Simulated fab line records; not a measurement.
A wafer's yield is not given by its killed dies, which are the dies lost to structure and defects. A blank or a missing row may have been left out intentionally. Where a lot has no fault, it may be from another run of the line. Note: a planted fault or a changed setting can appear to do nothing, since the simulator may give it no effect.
fab line records	flow n5-finfet
record lots=24	wafers=72	last-day=19
route steps=1938 shown BEOL_M3@977
lots untouched by any fault: they come from a run of this same line in which no faults occurred
start-h: hours from the record's first day to the start of the lot's first wafer shown	wait-h: hours from the lot's prior step to this one	" as in the row above	L1.1+2: a single row standing in for several wafers	- value missing, or start not given	* or withheld: withheld	< > ~ a bound
route shown NAME@n: names a module that has steps shown in the file, with the first one's number in the route	usual: average and standard deviation across the fault-free wafers	same: alike in all rows	chamber/n: place in a boat	sites: each site's reading	_std_site: standard deviation of those values	_edge_site: inner sites' mean taken away from outer sites' mean	radius-mm: for every site, how far away it sits from the centre of the wafer	mask NAME#n: copy n	behind: the last tool/chamber to shape the wafer	hold: the reason the lot was held/the length of the hold in hours/how it ended	device: the n, p or np transistor that did not switch	end of line: the tests these same wafers got at the end of their route	for a step that has no rows: nothing shown but its recipe	killed: not the wafer's yield, but the dies lost to structure and defects at the first sort	map: the dies of a wafer, with x for killed, . for not killed, _ for no die there
set.NAME: the setting that was run; set.NAME@STEP: the one run at that earlier step	model.NAME: the simulator's own value behind a step, which no gauge read
steps of the route over a sample of lots; a table a step, a row a wafer
services: a tool's chamber out of use, with start hour (start-h, from the record's first day; less than 0 if before it), hours out, and reason
## steps
# step N5_BEOL_M3_VIA_ETCH_34
# recipe chemistry=C4F6/O2	target-depth-a=694	mask-material=SOC	pressure-mtorr=15	ion-energy-ev=250	taper-deg=4	time-s=65.9	source-w=350	bias-w=170	Ar_flow_sccm=300	C4F6_flow_sccm=10	O2_flow_sccm=10
# usual bias-w=169.9/0.5	drypump-motor-current-A=5.77/0.3	oes-product-au=0.79/0.081	rf-vpp-V=664/15	showerhead-plenum-p-Torr=2.79/0.1	throttle-valve-pct=30.7/0.35
lot.wafer	tool	chamber	start-h	wait-h	bias-w	drypump-motor-current-A	oes-product-au	rf-hours-counter-h	rf-vpp-V	showerhead-plenum-p-Torr	throttle-valve-pct
L074.2	rie-diel-05	1	159.92	0.0	169.6	5.80	0.75	153	685	2.92	30.4
L074.3	"	2	"	"	169.8	5.33	0.71	188	662	2.87	31.2
L074.5	"	0	"	"	169.5	5.48	0.99	-	667	2.90	31.0
L076.1	rie-diel-05	1	168.29	0.0	171.3	5.80	0.76	155	686	2.92	30.5
L076.2	"	2	"	"	170.3	5.33	0.70	190	661	2.87	31.2
L076.6	"	2	"	"	170.7	5.32	0.71	-	661	2.87	31.2
L075.3	rie-diel-06	2	171.05	0.0	169.8	5.32	0.70	251	668	2.71	31.4
L075.4	"	2	"	"	169.3	5.34	0.70	-	668	2.71	31.4
L075.6	"	0	"	"	169.5	5.56	0.89	-	671	2.76	30.5
L077.3	rie-diel-06	1	171.76	0.0	169.7	5.64	0.76	163	645	2.68	30.2
L077.4	"	2	"	"	170.6	5.34	0.70	-	668	2.71	31.4
L077.5	"	1	"	"	169.6	5.63	0.77	-	645	2.68	30.2
L078.1	rie-diel-03	0	174.89	0.0	168.8	6.40	0.93	7	682	2.77	30.5
L078.2	"	3	"	"	170.3	5.71	0.76	170	672	2.71	30.9
L078.4	"	1	"	"	170.2	5.95	0.78	137	651	2.84	30.5
L080.1	rie-diel-06	3	193.09	0.0	170.4	5.84	0.78	137	670	2.71	30.5
L080.2	"	1	"	"	169.7	5.68	0.75	169	644	2.68	30.2
L080.6	"	1	"	"	170.4	5.66	0.74	-	645	2.68	30.2
L081.1	rie-diel-05	3	197.62	0.0	168.8	5.96	0.81	73	680	2.90	31.2
L081.4	"	1	"	"	169.3	5.78	0.76	164	686	2.92	30.5
L081.6	"	2	"	"	169.3	5.33	0.70	-	662	2.86	31.2
L079.1	rie-diel-06	0	198.57	0.0	169.7	5.55	0.87	42	672	2.75	30.6
L079.3	"	3	"	"	169.3	5.86	0.78	140	668	2.71	30.5
L079.6	"	3	"	"	170.4	5.88	0.78	-	669	2.71	30.5
L083.2	rie-diel-03	1	212.38	0.0	170.1	6.00	0.77	150	653	2.83	30.5
L083.3	"	0	"	"	169.4	6.44	0.89	19	683	2.77	30.5
L083.4	"	0	"	"	169.7	6.40	0.89	-	683	2.77	30.5
L082.2	rie-diel-03	0	217.18	0.0	169.3	6.39	0.89	21	682	2.77	30.5
L082.4	"	1	"	"	170.3	5.96	0.78	-	652	2.83	30.5
L082.5	"	0	"	"	170.1	6.37	0.89	-	681	2.77	30.5
L084.4	rie-diel-05	0	227.15	0.0	170.5	5.51	0.93	30	665	2.89	31.1
L084.5	"	2	"	"	169.9	5.34	0.70	-	661	2.86	31.2
L084.6	"	3	"	"	170.0	5.93	0.80	-	680	2.90	31.2
L085.3	rie-diel-03	0	230.13	0.0	170.9	6.38	0.88	25	683	2.77	30.5
L085.4	"	1	"	"	170.2	5.95	0.77	157	651	2.83	30.5
L085.5	"	3	"	"	170.5	5.69	0.75	-	672	2.71	30.9
L086.1	rie-diel-06	1	230.16	0.0	170.4	5.64	0.75	181	645	2.67	30.2
L086.3	"	0	"	"	170.1	5.56	0.85	51	672	2.75	30.5
L086.5	"	1	"	"	170.7	5.64	0.74	-	646	2.67	30.2
L087.3	rie-diel-06	3	241.91	0.0	169.6	5.87	0.78	153	670	2.70	30.5
L087.4	"	2	"	"	170.0	5.32	0.96	6	680	3.05	30.9
L087.6	"	3	"	"	170.1	5.88	0.77	-	668	2.70	30.5
L088.1	rie-diel-06	1	246.80	0.0	169.8	5.66	0.74	188	644	2.67	30.2
L088.3	"	2	"	"	170.7	5.33	0.95	8	679	3.05	30.9
L088.4	"	3	"	"	170.8	5.86	0.77	154	670	2.70	30.6
L089.1	rie-diel-06	0	251.44	0.0	169.7	5.55	0.83	59	670	2.74	30.6
L089.2	"	2	"	"	170.0	5.37	0.95	9	679	3.05	30.9
L089.6	"	2	"	"	170.5	5.33	0.96	-	679	3.05	30.9
L090.1	rie-diel-06	2	251.84	0.0	170.2	5.36	0.94	9	679	3.05	30.9
L090.2	"	0	"	"	169.9	5.58	0.83	59	669	2.74	30.6
L090.4	"	1	"	"	169.8	5.63	0.73	190	643	2.67	30.2
L091.4	rie-diel-03	2	267.78	0.0	170.3	6.06	0.68	229	639	2.73	31.2
L091.5	"	1	"	"	170.4	5.94	0.75	-	651	2.82	30.5
L091.6	"	0	"	"	169.0	6.39	0.86	-	683	2.76	30.6
L092.1	rie-diel-03	3	271.65	0.0	169.3	5.69	0.75	196	672	2.70	30.9
L092.3	"	1	"	"	169.3	5.98	0.75	169	650	2.82	30.5
L092.4	"	0	"	"	169.3	6.41	0.87	39	683	2.76	30.5
L093.1	rie-diel-03	1	280.32	0.0	169.5	5.96	0.75	173	652	2.82	30.5
L093.2	"	2	"	"	170.3	6.05	0.68	233	639	2.73	31.2
L093.5	"	3	"	"	170.2	5.69	0.74	-	671	2.70	30.9
L094.1	rie-diel-05	0	289.18	0.0	170.7	5.54	0.90	46	666	2.88	31.1
L094.3	"	3	"	"	170.3	5.98	0.78	98	680	2.89	31.2
L094.5	"	0	"	"	169.8	5.51	0.90	-	666	2.88	31.1
L095.4	rie-diel-05	1	294.41	0.0	170.2	5.75	0.74	194	685	2.90	30.5
L095.5	"	3	"	"	169.7	5.94	0.78	-	680	2.89	31.2
L095.6	"	2	"	"	169.7	5.33	0.69	-	663	2.85	31.2
L096.3	rie-diel-06	3	294.58	0.0	170.3	5.87	0.75	169	669	2.69	30.6
L096.5	"	0	"	"	169.8	5.57	0.82	-	672	2.74	30.6
L096.6	"	3	"	"	169.6	5.86	0.75	-	669	2.69	30.6
L097.2	rie-diel-03	0	298.07	0.0	169.6	6.37	0.85	47	682	2.75	30.6
L097.3	"	1	"	"	170.0	5.95	0.74	178	652	2.82	30.5
L097.5	"	1	"	"	169.8	5.95	0.75	-	652	2.82	30.5
# step N5_BEOL_M3_ANNEAL_80
# recipe temp-c=400	time-s=240	ambient=vacuum
# usual heater-power-w=812/82	susceptor-temp-C=399.98/0.21
lot.wafer	tool	chamber	start-h	wait-h	heater-power-w	susceptor-temp-C
L074.2	pvd-sputter-01	-	162.08	0.0	895	399.95
L074.3	"	-	"	"	744	399.72
L074.5	"	-	"	"	741	400.08
L076.1	pvd-sputter-02	-	170.11	0.0	918	399.95
L076.2	"	-	"	"	858	400.03
L076.6	"	-	"	"	801	399.80
L075.3	pvd-sputter-03	-	172.91	0.0	736	400.19
L075.4	"	-	"	"	846	400.00
L075.6	"	-	"	"	751	400.11
L077.3	pvd-sputter-01	-	173.12	0.0	745	399.60
L077.4	"	-	"	"	835	399.93
L077.5	"	-	"	"	761	399.85
L078.1	pvd-sputter-03	-	177.47	0.0	810	400.14
L078.2	"	-	"	"	854	400.08
L078.4	"	-	"	"	744	399.75
L080.1	pvd-sputter-02	-	196.01	0.0	894	399.85
L080.2	"	-	"	"	1002	400.11
L080.6	"	-	"	"	848	399.99
L081.1	pvd-sputter-01	-	199.32	0.0	753	400.35
L081.4	"	-	"	"	866	400.00
L081.6	"	-	"	"	745	400.22
L079.1	pvd-sputter-03	-	200.53	0.0	860	399.72
L079.3	"	-	"	"	658	400.31
L079.6	"	-	"	"	672	399.75
L083.2	pvd-sputter-03	-	214.19	0.0	859	399.98
L083.3	"	-	"	"	718	399.92
L083.4	"	-	"	"	673	400.26
L082.2	pvd-sputter-01	-	218.70	0.0	755	399.84
L082.4	"	-	"	"	756	399.69
L082.5	"	-	"	"	839	399.95
L084.4	pvd-sputter-02	-	229.04	0.0	965	399.92
L084.5	"	-	"	"	788	400.03
L084.6	"	-	"	"	966	399.73
L086.1	pvd-sputter-03	-	231.72	0.0	726	400.24
L086.3	"	-	"	"	876	399.77
L086.5	"	-	"	"	808	400.10
L085.3	pvd-sputter-01	-	231.82	0.0	840	400.13
L085.4	"	-	"	"	756	399.94
L085.5	"	-	"	"	880	400.14
L087.3	pvd-sputter-01	-	245.89	0.0	743	400.12
L087.4	"	-	"	"	826	400.05
L087.6	"	-	"	"	753	399.54
L088.1	pvd-sputter-03	-	248.61	0.0	855	399.94
L088.3	"	-	"	"	673	400.04
L088.4	"	-	"	"	845	400.35
L089.1	pvd-sputter-03	-	253.26	0.0	826	399.92
L089.2	"	-	"	"	659	399.89
L089.6	"	-	"	"	856	400.09
L090.1	pvd-sputter-01	-	253.41	0.0	740	399.68
L090.2	"	-	"	"	821	399.92
L090.4	"	-	"	"	751	400.35
L091.4	pvd-sputter-02	-	269.80	0.0	978	400.17
L091.5	"	-	"	"	916	399.91
L091.6	"	-	"	"	846	399.83
L092.1	pvd-sputter-03	-	273.30	0.0	682	399.51
L092.3	"	-	"	"	847	400.07
L092.4	"	-	"	"	735	399.98
L093.1	pvd-sputter-01	-	282.43	0.0	752	399.77
L093.2	"	-	"	"	849	400.07
L093.5	"	-	"	"	890	400.33
L094.1	pvd-sputter-02	-	292.72	0.0	865	399.73
L094.3	"	-	"	"	983	400.00
L094.5	"	-	"	"	904	399.84
L095.4	pvd-sputter-01	-	296.22	0.0	739	399.95
L095.5	"	-	"	"	839	400.01
L095.6	"	-	"	"	746	400.21
L096.3	pvd-sputter-03	-	296.47	0.0	667	399.84
L096.5	"	-	"	"	831	399.79
L096.6	"	-	"	"	859	399.87
L097.2	pvd-sputter-02	-	301.32	0.0	911	400.12
L097.3	"	-	"	"	972	400.15
L097.5	"	-	"	"	897	400.03
# step N5_BEOL_M3_ANNEAL_89
# recipe temp-c=400	time-s=240	ambient=vacuum
# usual heater-power-w=813/81	susceptor-temp-C=400.02/0.22
lot.wafer	tool	chamber	start-h	wait-h	heater-power-w	susceptor-temp-C
L074.2	pvd-sputter-01	-	162.74	0.0	878	399.89
L074.3	"	-	"	"	760	400.30
L074.5	"	-	"	"	723	400.21
L076.1	pvd-sputter-02	-	170.77	0.0	901	400.07
L076.2	"	-	"	"	865	400.17
L076.6	"	-	"	"	789	400.08
L075.3	pvd-sputter-03	-	173.57	0.0	754	400.03
L075.4	"	-	"	"	831	399.92
L075.6	"	-	"	"	742	400.25
L077.3	pvd-sputter-01	-	173.78	0.0	742	399.53
L077.4	"	-	"	"	828	399.62
L077.5	"	-	"	"	758	399.64
L078.1	pvd-sputter-03	-	178.13	0.0	815	400.07
L078.2	"	-	"	"	860	400.16
L078.4	"	-	"	"	742	399.68
L080.1	pvd-sputter-02	-	196.67	0.0	928	399.60
L080.2	"	-	"	"	960	399.69
L080.6	"	-	"	"	854	399.96
L081.1	pvd-sputter-01	-	199.98	0.0	745	399.82
L081.4	"	-	"	"	895	400.33
L081.6	"	-	"	"	757	399.83
L079.1	pvd-sputter-03	-	201.19	0.0	887	400.13
L079.3	"	-	"	"	659	400.45
L079.6	"	-	"	"	646	400.26
L083.2	pvd-sputter-03	-	214.85	0.0	841	399.85
L083.3	"	-	"	"	733	400.51
L083.4	"	-	"	"	655	400.05
L082.2	pvd-sputter-01	-	219.36	0.0	751	400.21
L082.4	"	-	"	"	773	400.10
L082.5	"	-	"	"	832	399.72
L084.4	pvd-sputter-02	-	229.70	0.0	994	399.73
L084.5	"	-	"	"	767	400.31
L084.6	"	-	"	"	960	399.95
L086.1	pvd-sputter-03	-	232.38	0.0	730	399.67
L086.3	"	-	"	"	850	400.44
L086.5	"	-	"	"	847	399.94
L085.3	pvd-sputter-01	-	232.48	0.0	809	400.01
L085.4	"	-	"	"	760	400.31
L085.5	"	-	"	"	882	399.89
L087.3	pvd-sputter-01	-	246.55	0.0	755	400.23
L087.4	"	-	"	"	836	399.87
L087.6	"	-	"	"	748	400.01
L088.1	pvd-sputter-03	-	249.27	0.0	853	400.00
L088.3	"	-	"	"	666	399.96
L088.4	"	-	"	"	829	400.02
L089.1	pvd-sputter-03	-	253.92	0.0	840	399.86
L089.2	"	-	"	"	672	400.07
L089.6	"	-	"	"	856	400.15
L090.1	pvd-sputter-01	-	254.07	0.0	753	400.14
L090.2	"	-	"	"	845	400.05
L090.4	"	-	"	"	748	400.14
L091.4	pvd-sputter-02	-	270.46	0.0	996	399.61
L091.5	"	-	"	"	899	400.11
L091.6	"	-	"	"	866	400.00
L092.1	pvd-sputter-03	-	273.96	0.0	649	400.19
L092.3	"	-	"	"	863	399.88
L092.4	"	-	"	"	759	399.81
L093.1	pvd-sputter-01	-	283.09	0.0	756	400.16
L093.2	"	-	"	"	836	400.01
L093.5	"	-	"	"	904	399.81
L094.1	pvd-sputter-02	-	293.38	0.0	860	399.88
L094.3	"	-	"	"	976	400.10
L094.5	"	-	"	"	908	399.76
L095.4	pvd-sputter-01	-	296.88	0.0	757	400.33
L095.5	"	-	"	"	828	400.12
L095.6	"	-	"	"	745	400.31
L096.3	pvd-sputter-03	-	297.13	0.0	657	400.08
L096.5	"	-	"	"	827	400.30
L096.6	"	-	"	"	842	399.95
L097.2	pvd-sputter-02	-	301.98	0.0	930	400.29
L097.3	"	-	"	"	969	399.60
L097.5	"	-	"	"	886	400.54
# step N5_BEOL_M3_ANNEAL_91
# recipe temp-c=400	time-s=240	ambient=vacuum
# usual heater-power-w=814/83	susceptor-temp-C=400.00/0.21
lot.wafer	tool	chamber	start-h	wait-h	heater-power-w	susceptor-temp-C
L074.2	pvd-sputter-01	-	162.96	0.0	908	400.15
L074.3	"	-	"	"	747	399.92
L074.5	"	-	"	"	755	400.22
L076.1	pvd-sputter-02	-	170.99	0.0	879	400.16
L076.2	"	-	"	"	843	399.95
L076.6	"	-	"	"	790	399.89
L075.3	pvd-sputter-03	-	173.79	0.0	755	399.39
L075.4	"	-	"	"	839	400.63
L075.6	"	-	"	"	742	399.73
L077.3	pvd-sputter-01	-	174.00	0.0	748	400.00
L077.4	"	-	"	"	825	400.18
L077.5	"	-	"	"	744	399.80
L078.1	pvd-sputter-03	-	178.35	0.0	821	400.09
L078.2	"	-	"	"	866	399.91
L078.4	"	-	"	"	740	399.99
L080.1	pvd-sputter-02	-	196.89	0.0	927	400.13
L080.2	"	-	"	"	994	400.19
L080.6	"	-	"	"	846	399.78
L081.1	pvd-sputter-01	-	200.20	0.0	747	399.88
L081.4	"	-	"	"	890	400.27
L081.6	"	-	"	"	761	400.19
L079.1	pvd-sputter-03	-	201.41	0.0	835	399.97
L079.3	"	-	"	"	681	400.00
L079.6	"	-	"	"	655	399.78
L083.2	pvd-sputter-03	-	215.07	0.0	868	399.98
L083.3	"	-	"	"	744	400.37
L083.4	"	-	"	"	674	399.93
L082.2	pvd-sputter-01	-	219.58	0.0	762	400.11
L082.4	"	-	"	"	777	400.13
L082.5	"	-	"	"	824	399.64
L084.4	pvd-sputter-02	-	229.92	0.0	987	399.95
L084.5	"	-	"	"	787	400.09
L084.6	"	-	"	"	1003	399.78
L086.1	pvd-sputter-03	-	232.60	0.0	755	400.27
L086.3	"	-	"	"	854	400.03
L086.5	"	-	"	"	810	400.22
L085.3	pvd-sputter-01	-	232.70	0.0	845	399.83
L085.4	"	-	"	"	768	400.12
L085.5	"	-	"	"	889	399.72
L087.3	pvd-sputter-01	-	246.77	0.0	739	399.95
L087.4	"	-	"	"	812	400.00
L087.6	"	-	"	"	767	399.68
L088.1	pvd-sputter-03	-	249.49	0.0	866	399.60
L088.3	"	-	"	"	655	399.82
L088.4	"	-	"	"	814	400.01
L089.1	pvd-sputter-03	-	254.14	0.0	813	400.09
L089.2	"	-	"	"	655	399.85
L089.6	"	-	"	"	894	399.96
L090.1	pvd-sputter-01	-	254.29	0.0	769	399.70
L090.2	"	-	"	"	850	400.13
L090.4	"	-	"	"	747	400.04
L091.4	pvd-sputter-02	-	270.68	0.0	999	400.15
L091.5	"	-	"	"	917	399.74
L091.6	"	-	"	"	834	400.29
L092.1	pvd-sputter-03	-	274.18	0.0	662	399.80
L092.3	"	-	"	"	849	400.39
L092.4	"	-	"	"	723	400.05
L093.1	pvd-sputter-01	-	283.31	0.0	778	399.73
L093.2	"	-	"	"	820	400.08
L093.5	"	-	"	"	910	400.06
L094.1	pvd-sputter-02	-	293.60	0.0	852	400.26
L094.3	"	-	"	"	994	399.87
L094.5	"	-	"	"	914	400.14
L095.4	pvd-sputter-01	-	297.10	0.0	766	399.89
L095.5	"	-	"	"	846	400.06
L095.6	"	-	"	"	753	399.80
L096.3	pvd-sputter-03	-	297.35	0.0	658	400.01
L096.5	"	-	"	"	837	399.97
L096.6	"	-	"	"	884	400.18
L097.2	pvd-sputter-02	-	302.20	0.0	902	400.08
L097.3	"	-	"	"	966	400.24
L097.5	"	-	"	"	921	399.84
# step N5_BEOL_M3_SPUTTER_94
# recipe material=Cu	target-thk-a=45	temp-c=-20	chamber-pressure-pa=0.07	power-w=withheld	time-s=8.29
# usual susceptor-temp-C=-20.01/0.1	throttle-valve-pct=30.1/0.9
lot.wafer	tool	chamber	start-h	wait-h	susceptor-temp-C	throttle-valve-pct
L074.2	pvd-sputter-01	-	163.32	0.1	-20.10	30.4
L074.3	"	-	"	"	-20.03	29.9
L074.5	"	-	"	"	-20.01	28.1
L076.1	pvd-sputter-02	-	171.35	0.1	-20.16	30.6
L076.2	"	-	"	"	-20.00	31.0
L076.6	"	-	"	"	-19.88	29.6
L075.3	pvd-sputter-03	-	174.15	0.1	-19.87	30.2
L075.4	"	-	"	"	-19.74	30.5
L075.6	"	-	"	"	-19.96	30.5
L077.3	pvd-sputter-01	-	174.36	0.1	-20.01	28.2
L077.4	"	-	"	"	-20.05	30.3
L077.5	"	-	"	"	-19.80	28.1
L078.1	pvd-sputter-03	-	178.71	0.1	-20.02	30.4
L078.2	"	-	"	"	-19.94	30.9
L078.4	"	-	"	"	-20.08	30.0
L080.1	pvd-sputter-02	-	197.25	0.1	-19.93	30.2
L080.2	"	-	"	"	-20.15	28.4
L080.6	"	-	"	"	-19.96	31.0
L081.1	pvd-sputter-01	-	200.56	0.1	-20.02	29.9
L081.4	"	-	"	"	-20.00	30.9
L081.6	"	-	"	"	-20.07	30.1
L079.1	pvd-sputter-03	-	201.77	0.1	-20.30	30.9
L079.3	"	-	"	"	-20.04	30.2
L079.6	"	-	"	"	-20.10	30.2
L083.2	pvd-sputter-03	-	215.43	0.1	-19.92	30.9
L083.3	"	-	"	"	-20.00	30.4
L083.4	"	-	"	"	-19.97	30.4
L082.2	pvd-sputter-01	-	219.94	0.1	-20.02	28.1
L082.4	"	-	"	"	-20.06	30.2
L082.5	"	-	"	"	-20.08	30.4
L084.4	pvd-sputter-02	-	230.28	0.1	-20.12	28.4
L084.5	"	-	"	"	-20.06	29.7
L084.6	"	-	"	"	-20.10	28.2
L086.1	pvd-sputter-03	-	232.96	0.1	-20.04	30.4
L086.3	"	-	"	"	-20.09	31.1
L086.5	"	-	"	"	-19.91	30.3
L085.3	pvd-sputter-01	-	233.06	0.1	-20.10	30.5
L085.4	"	-	"	"	-20.13	27.9
L085.5	"	-	"	"	-19.81	31.0
L087.3	pvd-sputter-01	-	247.13	0.1	-19.97	28.5
L087.4	"	-	"	"	-19.94	30.4
L087.6	"	-	"	"	-19.97	28.0
L088.1	pvd-sputter-03	-	249.85	0.1	-19.92	31.0
L088.3	"	-	"	"	-19.98	30.4
L088.4	"	-	"	"	-19.98	30.4
L089.1	pvd-sputter-03	-	254.50	0.1	-19.98	30.2
L089.2	"	-	"	"	-20.02	30.2
L089.6	"	-	"	"	-20.00	31.0
L090.1	pvd-sputter-01	-	254.65	0.1	-19.85	28.2
L090.2	"	-	"	"	-20.03	30.7
L090.4	"	-	"	"	-19.95	29.8
L091.4	pvd-sputter-02	-	271.04	0.1	-20.08	28.6
L091.5	"	-	"	"	-19.93	30.2
L091.6	"	-	"	"	-20.09	31.1
L092.1	pvd-sputter-03	-	274.54	0.1	-20.04	30.3
L092.3	"	-	"	"	-19.89	31.0
L092.4	"	-	"	"	-20.09	30.4
L093.1	pvd-sputter-01	-	283.67	0.1	-19.96	28.1
L093.2	"	-	"	"	-19.96	30.2
L093.5	"	-	"	"	-20.20	30.8
L094.1	pvd-sputter-02	-	293.96	0.1	-19.91	31.4
L094.3	"	-	"	"	-19.95	28.3
L094.5	"	-	"	"	-19.97	30.3
L095.4	pvd-sputter-01	-	297.46	0.1	-19.83	28.2
L095.5	"	-	"	"	-19.90	30.5
L095.6	"	-	"	"	-19.99	28.2
L096.3	pvd-sputter-03	-	297.71	0.1	-20.07	30.5
L096.5	"	-	"	"	-19.71	30.4
L096.6	"	-	"	"	-19.94	31.0
L097.2	pvd-sputter-02	-	302.56	0.1	-19.90	30.6
L097.3	"	-	"	"	-20.11	28.2
L097.5	"	-	"	"	-19.90	30.2
# step N5_BEOL_M3_DEP_57
# recipe material=SiCN	target-thk-a=80	temp-c=withheld	precursor=3MS/NH3	pressure-torr=3	rf-w=202	time-s=14
# usual chamber-pressure-Torr=2.999/0.0073	showerhead-plenum-p-Torr=3.662/0.0092	showerhead-vpp-V=873/40	throttle-valve-pct=9.4/0.62
lot.wafer	tool	chamber	start-h	wait-h	chamber-pressure-Torr	showerhead-plenum-p-Torr	showerhead-vpp-V	throttle-valve-pct
L074.2	pecvd-03	1	164.52	0.0	3.005	3.660	834	9.5
L074.3	"	2	"	"	3.003	3.678	818	8.6
L074.5	"	2	"	"	2.994	3.667	827	8.0
L076.1	pecvd-02	0	172.88	0.0	3.011	3.647	874	9.9
L076.2	"	2	"	"	2.993	3.670	897	8.7
L076.6	"	0	"	"	3.001	3.656	866	9.9
L075.3	pecvd-03	0	175.45	0.0	3.012	3.671	892	9.2
L075.4	"	0	"	"	3.013	3.672	896	9.8
L075.6	"	2	"	"	2.990	3.677	820	8.2
L077.3	pecvd-01	0	175.61	0.0	3.004	3.655	824	8.6
L077.4	"	0	"	"	2.988	3.658	817	8.7
L077.5	"	2	"	"	2.998	3.653	840	8.8
L078.1	pecvd-02	0	179.91	0.0	2.993	3.649	875	9.9
L078.2	"	2	"	"	2.996	3.666	883	8.7
L078.4	"	0	"	"	2.999	3.653	870	9.7
L080.1	pecvd-01	2	198.54	0.0	2.992	3.644	837	8.8
L080.2	"	0	"	"	3.002	3.660	844	8.7
L080.6	"	1	"	"	3.000	3.667	907	10.2
L081.1	pecvd-03	0	201.76	0.0	3.007	3.658	900	9.5
L081.4	"	1	"	"	3.005	3.674	840	9.5
L081.6	"	0	"	"	2.995	3.667	886	9.6
L079.1	pecvd-03	2	203.43	0.0	3.006	3.669	810	8.3
L079.3	"	0	"	"	3.005	3.668	897	9.4
L079.6	"	0	"	"	2.998	3.669	897	9.6
L083.2	pecvd-03	1	216.90	0.0	3.009	3.659	845	9.5
L083.3	"	0	"	"	3.000	3.671	895	9.7
L083.4	"	1	"	"	3.011	3.662	842	9.8
L082.2	pecvd-01	0	221.41	0.0	3.002	3.662	825	8.7
L082.4	"	1	"	"	3.003	3.680	905	10.4
L082.5	"	2	"	"	2.988	3.649	848	9.2
L084.4	pecvd-02	2	231.55	0.0	2.999	3.657	883	8.9
L084.5	"	0	"	"	2.997	3.648	882	9.7
L084.6	"	1	"	"	3.006	3.663	932	10.2
L086.1	pecvd-02	2	234.27	0.0	2.990	3.669	886	8.6
L086.3	"	1	"	"	2.997	3.654	941	9.9
L086.5	"	0	"	"	2.997	3.647	892	9.6
L085.3	pecvd-02	1	239.73	0.0	3.006	3.653	951	10.0
L085.4	"	2	"	"	3.010	3.676	884	8.7
L085.5	"	1	"	"	3.009	3.658	933	10.1
L087.3	pecvd-01	2	248.37	0.0	3.002	3.652	838	8.9
L087.4	"	2	"	"	2.998	3.660	834	8.9
L087.6	"	0	"	"	2.993	3.656	838	9.0
L088.1	pecvd-02	1	251.05	0.0	2.982	3.651	953	10.0
L088.3	"	0	"	"	2.990	3.651	885	9.7
L088.4	"	0	"	"	3.001	3.650	878	9.9
L089.1	pecvd-01	1	255.71	0.0	2.991	3.673	915	10.3
L089.2	"	0	"	"	2.999	3.660	827	8.8
L089.6	"	0	"	"	2.995	3.651	839	8.7
L090.1	pecvd-02	0	255.85	0.0	3.000	3.660	876	10.0
L090.2	"	2	"	"	3.002	3.672	887	8.5
L090.4	"	2	"	"	3.014	3.663	886	8.9
L091.4	pecvd-03	2	272.32	0.0	3.007	3.673	827	8.4
L091.5	"	1	"	"	2.997	3.669	850	9.4
L091.6	"	0	"	"	2.987	3.664	891	9.3
L092.1	pecvd-02	2	275.96	0.0	2.996	3.666	887	9.0
L092.3	"	0	"	"	3.002	3.657	883	9.7
L092.4	"	0	"	"	3.009	3.662	870	9.9
L093.1	pecvd-02	2	284.92	0.0	3.006	3.665	880	8.8
L093.2	"	0	"	"	2.997	3.649	870	10.1
L093.5	"	2	"	"	2.996	3.657	889	8.8
L094.1	pecvd-02	1	295.16	0.0	3.001	3.660	941	9.7
L094.3	"	2	"	"	2.997	3.670	874	9.0
L094.5	"	0	"	"	2.996	3.650	871	9.9
L095.4	pecvd-01	2	298.72	0.0	2.990	3.654	837	8.9
L095.5	"	0	"	"	2.995	3.667	832	8.9
L095.6	"	1	"	"	3.020	3.672	907	10.2
L096.3	pecvd-01	2	298.94	0.0	3.017	3.647	833	8.9
L096.5	"	2	"	"	3.005	3.644	838	8.9
L096.6	"	1	"	"	3.001	3.678	901	10.4
L097.2	pecvd-01	2	303.76	0.0	2.992	3.653	833	9.0
L097.3	"	0	"	"	2.997	3.650	833	8.7
L097.5	"	1	"	"	2.994	3.673	916	10.2
## services
tool	chamber	start-h	hours	kind
pvd-sputter-03	-	138.10	13.5	repair
rie-diel-03	1	154.43	5.8	repair
pecvd-02	2	155.76	2.1	scheduled-down
rie-diel-06	3	165.87	11.5	repair
pvd-sputter-02	-	177.90	0.7	repair
pecvd-01	2	180.44	14.7	repair
rie-diel-06	2	182.28	6.3	repair
rie-diel-06	2	188.79	-	clean
rie-diel-06	2	188.79	-	consumable-replace:focus-ring
rie-diel-06	2	188.79	-	consumable-replace:showerhead
rie-diel-06	2	188.79	20.9	scheduled-down
rie-diel-06	2	188.79	20.9	vent-cycle
pecvd-01	-	196.23	0.5	repair
rie-diel-03	3	204.13	13.8	repair
pecvd-01	2	214.88	2.1	scheduled-down
rie-diel-06	-	216.83	4.3	pm
pecvd-01	-	219.58	1.3	repair
rie-diel-05	3	228.51	2.4	repair
rie-diel-06	2	235.86	5.7	repair
rie-diel-05	-	249.68	4.3	pm
rie-diel-05	-	290.91	0.9	repair
pecvd-01	2	291.60	2.1	repair
## key
fault none
